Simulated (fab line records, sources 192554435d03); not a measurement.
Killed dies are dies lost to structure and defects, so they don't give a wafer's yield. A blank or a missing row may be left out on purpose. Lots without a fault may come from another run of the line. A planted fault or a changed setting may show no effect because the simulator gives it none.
Chamber matching | flow n5_finfet | N5_HKMG_FIN_ETCH_67 on rie_diel-06: 4 sister chambers
The step etches SOC in N2/H2, stops on TiN, target depth 388.9 nm. 20 wafers are shown with their chamber, then 10 later ones without.

WAFERS WITH THEIR CHAMBER
wafer  | chamber | drypump_motor_current_A (A) | showerhead_plenum_p_Torr (Torr) | throttle_valve_pct (%)
L079.1 | 3       | 5.8                         | 2.54                            | 17.99
L079.2 | 0       | 5.7                         | 2.57                            | 17.61
L079.3 | 1       | 6.1                         | 2.50                            | 17.68
L080.1 | 0       | 5.7                         | 2.57                            | 17.62
L080.5 | 1       | 6.2                         | 2.50                            | 17.68
L080.6 | 0       | 5.7                         | 2.57                            | 17.62
L082.1 | 1       | 6.1                         | 2.49                            | 17.70
L082.3 | 2       | 6.1                         | 2.69                            | 17.62
L082.5 | 3       | 5.8                         | 2.54                            | 18.00
L084.1 | 3       | 5.8                         | 2.53                            | 18.02
L084.3 | 2       | 6.1                         | 2.68                            | 17.62
L084.4 | 1       | 6.1                         | 2.49                            | 17.70
L086.1 | 2       | 6.1                         | 2.68                            | 17.63
L086.3 | 0       | 5.7                         | 2.56                            | 17.64
L086.5 | 2       | 6.1                         | 2.68                            | 17.64
L089.1 | 1       | 6.1                         | 2.49                            | 17.72
L089.2 | 3       | 5.8                         | 2.53                            | 18.02
L089.5 | 0       | 5.7                         | 2.56                            | 17.64
L090.2 | 2       | 6.1                         | 2.68                            | 17.63
L090.4 | 1       | 6.1                         | 2.49                            | 17.71

SIGNATURES (means of the wafers above)
reading                  | chamber 0 | chamber 1 | chamber 2 | chamber 3 | scatter within a chamber
drypump_motor_current_A  | 5.700     | 6.117     | 6.100     | 5.800     | 0.0228
showerhead_plenum_p_Torr | 2.5660    | 2.4933    | 2.6820    | 2.5350    | 0.0052
throttle_valve_pct       | 17.6260   | 17.6983   | 17.6280   | 18.0075   | 0.0136
Rule: a wafer's distance from a chamber is the root of the sum, over the readings, of the square of ((its reading less the chamber's mean) divided by the reading's scatter). The wafer belongs to the nearest chamber; if the next one is less than 2 further off, it can't be placed. The scatter: the root of (the sum of the squares of (reading less its chamber's mean) over the shown wafers, divided by (wafers less chambers)).

WAFERS WITHOUT THEIR CHAMBER
wafer  | drypump_motor_current_A (A) | showerhead_plenum_p_Torr (Torr) | throttle_valve_pct (%)
L090.6 | 5.7                         | 2.56                            | 17.64
L093.1 | 6.1                         | 2.68                            | 17.64
L093.2 | 5.8                         | 2.52                            | 18.04
L093.3 | 5.7                         | 2.55                            | 17.67
L095.1 | 6.1                         | 2.67                            | 17.65
L095.3 | 5.7                         | 2.55                            | 17.67
L095.6 | 6.1                         | 2.48                            | 17.76
L097.1 | 5.8                         | 2.52                            | 18.05
L097.3 | 6.1                         | 2.67                            | 17.68
L097.6 | 6.1                         | 2.67                            | 17.66

WHICH CHAMBER EACH WENT THROUGH
wafer  | from the rows above | in truth
L090.6 | 0                   | 0
L093.1 | 2                   | 2
L093.2 | 3                   | 3
L093.3 | 0                   | 0
L095.1 | 2                   | 2
L095.3 | 0                   | 0
L095.6 | 1                   | 1
L097.1 | 3                   | 3
L097.3 | 2                   | 2
L097.6 | 2                   | 2
Placed correctly: 10 of 10. Can't be placed from these rows: 0. Placed wrongly: 0.
